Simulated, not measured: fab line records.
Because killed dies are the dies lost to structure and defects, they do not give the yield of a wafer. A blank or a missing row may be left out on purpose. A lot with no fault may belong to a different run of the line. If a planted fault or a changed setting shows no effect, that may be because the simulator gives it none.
Struck lot and sound lot, side by side ; flow n5-finfet ; 38 out of 1938 route steps
Sound: wafers L358.2, L358.3, L358.5. Wafers struck: L350.1, L350.3, L350.5. The cause comes at the end.
Each step with rows lists, per side, the tool, then ch with its chambers, then its first start. Under that, the readings that differ: sound wafers ; struck wafers ; difference of the means ; sigmas: that difference in standard deviations of wafers without a fault.
alike: same words and numbers on both sides, and readings whose means sit less than 2 such deviations apart. not compared: any withheld reading, any reading some wafer has no value for, any bound like >300 that may hide the same value, and any number with overlapping values for which the record gives no deviation.
A row with sigmas, a row that says differs or no value, or rows on one side alone: a step with any of these is where the two part. Numbers that have no deviation but don't overlap get no sigmas and don't part them. Lack of a reading on every wafer of one side parts them only where that side has two or more wafers.

first, 10 steps without rows for these wafers: N5_PMOS_HMC_CHANNEL_EPI_DESCUM_14 (chemistry O2, time 7.9 s); N5_PMOS_HMC_CHANNEL_EPI_ETCH_32 (etches BARC in N2/H2, stops on SiO2, target depth 85.8 nm, time 50.3 s); N5_PMOS_HMC_CHANNEL_EPI_HM_OPEN_15 (chemistry CHF3/O2, target SiO2, target depth 40.6 nm, time 20.3 s); N5_PMOS_HMC_CHANNEL_EPI_STRIP_33 (strips in N2/H2); N5_PMOS_HMC_CHANNEL_EPI_STRIP_17 (strips in SPM, time 750 s); N5_PMOS_HMC_CHANNEL_EPI_ETCH_38 (etches SiO2 in CF4, target depth 1.5 nm); N5_PMOS_HMC_CHANNEL_EPI_FIN_RECESS_16 (chemistry HBr/Cl2, target Si, target depth 54 nm, time 18 s); N5_PMOS_HMC_CHANNEL_EPI_PRECLEAN_36 (cleans in O3/DIW, time 45 s); N5_PMOS_HMC_CHANNEL_EPI_PRECLEAN_18 (cleans in DHF, time 30 s); N5_PMOS_HMC_CHANNEL_EPI_SRD_19 (time 30 s).
N5_PMOS_HMC_CHANNEL_EPI_EPI_20: deposits SiGe30, target thk 59 nm.
  sound on epi-rpcvd-03 ch 0, day 7 11:46; struck on epi-rpcvd-02 ch 0, day 5 13:04
reading;sound;struck;difference;sigmas
chamber-pressure-Torr (Torr);20.00 20.10 20.03;12.02 12.00 12.05;-8.02;-99 or more
susceptor_temp_C_max;601.2 601.1 600.3;603.1 602.8 602.6;+2.0;+2
model.SiGe30_of_PMOS_HMC_CHANNEL_EPI_EPI_20.thk-nm (nm);59.43 59.05 59.53;48.43 48.16 47.86;-11.19;
then, 3 steps without rows for these wafers: N5_PMOS_HMC_CHANNEL_EPI_HM_STRIP_35 (strips SiO2 in dHF, material SiO2, target depth 39.6 nm, time 216 s); N5_PMOS_HMC_CHANNEL_EPI_SRD_39 (time 30 s); N5_PMOS_HMC_CHANNEL_EPI_CMP_21 (polishes SiGe30, target thk 54 nm).
N5_PMOS_HMC_CHANNEL_EPI_THK_MEAS_22:
  sound: film-metro-01 at day 7 13:11; struck: film-metro-01 at day 5 15:12
reading;sound;struck;difference;sigmas
HMC_CMP_THK (nm);53.7 52.9 53.5;48.4 48.1 47.7;-5.3;-8
then, 1 step without rows for these wafers: N5_PMOS_HMC_CHANNEL_EPI_PRECLEAN_40 (cleans in DHF, time 30 s).
N5_PMOS_HMC_CHANNEL_EPI_PRECLEAN_37: cleans in O3/DIW, time 45 s.
  sound on wet-bench-05 ch 1,4,7, day 7 13:14; struck on wet-bench-03 ch 3,5,6, day 5 15:14
reading;sound;struck;difference;sigmas
model.SiGe30_of_PMOS_HMC_CHANNEL_EPI_EPI_20.thk-nm (nm);53.25 53.19 53.26;47.67 47.4 47.1;-5.84;
  alike: temp-c
then, 19 steps without rows for these wafers: N5_PMOS_HMC_CHANNEL_EPI_PRECLEAN_24 (cleans in DHF, time 30 s); N5_PMOS_HMC_CHANNEL_EPI_SRD_25 (time 30 s); N5_PMOS_HMC_CHANNEL_EPI_EPI_26 (deposits Si from SiH4/H2, target thk 3.8 nm, time 22.7 s); N5_FIN_SAQP_PRECLEAN_42 (cleans in O3/DIW, time 60 s); N5_FIN_SAQP_PRECLEAN_00 (cleans in SC1, time 60 s); N5_FIN_SAQP_PRECLEAN_44 (cleans in SC2, time 45 s); N5_FIN_SAQP_SRD_01 (time 30 s); N5_FIN_SAQP_ALD_61 (deposits SiO2, target thk 4 nm, pulse time 1 s, purge time 2 s); N5_FIN_SAQP_DENSIFY_62 (time 60 s); N5_FIN_SAQP_HM_DEP_03 (deposits SiNx from SiH4/NH3/N2, target thk 38 nm, time 33.6 s); N5_FIN_SAQP_PECVD_47 (deposits a-Si from SiH4/He, target thk 45 nm, time 36.3 s); N5_FIN_SAQP_PECVD_48 (deposits SiNx from SiH4/NH3/N2, target thk 25 nm, time 22.1 s); N5_FIN_SAQP_PECVD_06 (deposits a-Si from SiH4/He, target thk 60 nm, time 48.1 s); N5_FIN_SAQP_HM_DEP_72 (deposits SiO2 from SiH4/N2O, target thk 12 nm, time 7.2 s); N5_FIN_SAQP_COAT_49 (time 60 s, resist thk 100 nm); N5_FIN_SAQP_COAT_50 (time 60 s, resist thk 35 nm); N5_FIN_SAQP_COAT_10 (resist thk 90 nm); N5_FIN_SAQP_EBR_12; N5_FIN_SAQP_SOFTBAKE_11 (time 60 s).
-- the record jumps here: 6 days lie between the struck wafers' starts before and after (it left off in module FIN_SAQP and takes up again in module BEOL_M4, whose first step shown is number 1111 of the route) --
N5_BEOL_M4_RC_MEAS_101:
  sound on prober-02 ch 0, day 14 04:25; struck on prober-02 ch 0, day 11 14:55
reading;sound;struck;difference;sigmas
CJ_P;5.78 5.87 5.79;6.28 6.39 6.26;+0.50;+4
DIBL_N (mV/V);39.0 38.4 35.8;33.2 35.3 34.4;-3.4;-2
IOFF_P (nA/um);0.25 0.24 0.19;0.14 0.12 0.15;-0.09;-2
ION_P (uA/um);464 459 456;391 402 393;-64;-8
VT_P (mV);-248 -250 -254;-267 -268 -268;-17;-4
VT_P_LONG (mV);-278 -278 -278;-294 -292 -295;-16;-4
VT_P_LVT (mV);-97 -98 -101;-115 -116 -115;-17;-5
  alike: DIBL_P, IOFF_N, ION_N, SS_N, SS_P, VT_N
-- record jumps: 4 days separate the struck wafers' starts on either side; left off in module BEOL_M4, taken up again in module PASSIVATION, whose first shown step is the route's number 1936 --
N5_PASSIVATION_PROBE_49:
  sound: prober-02 at day 18 21:59; struck: prober-02 at day 16 01:25
reading;sound;struck;difference;sigmas
sort_bin_8_speed (%);0 0 0;88.90 90.34 93.22;+90.82;+99 or more
sort-n-pass;1067 1053 1053;0 0 0;-1058;-59
sort-yield-pct (%);90.4 89.2 89.2;0 0 0;-90;-60
  alike: defect-limited-yield, killed_at_M0_to_M3, killed_at_M4_up, killed-at-contacts, killed-at-front-end, killed-at-other, killed-dies, killed-open, killed-short, sort_bin_5_function, sort_bin_6_memory

WHERE THEY PART
First at N5_PMOS_HMC_CHANNEL_EPI_EPI_20; last, within this record, at N5_PASSIVATION_PROBE_49.

WHY: what had been put in by the simulator
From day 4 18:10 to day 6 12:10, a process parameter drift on epi-rpcvd-02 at N5_PMOS_HMC_CHANNEL_EPI_EPI_20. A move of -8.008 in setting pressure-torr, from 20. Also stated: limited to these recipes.
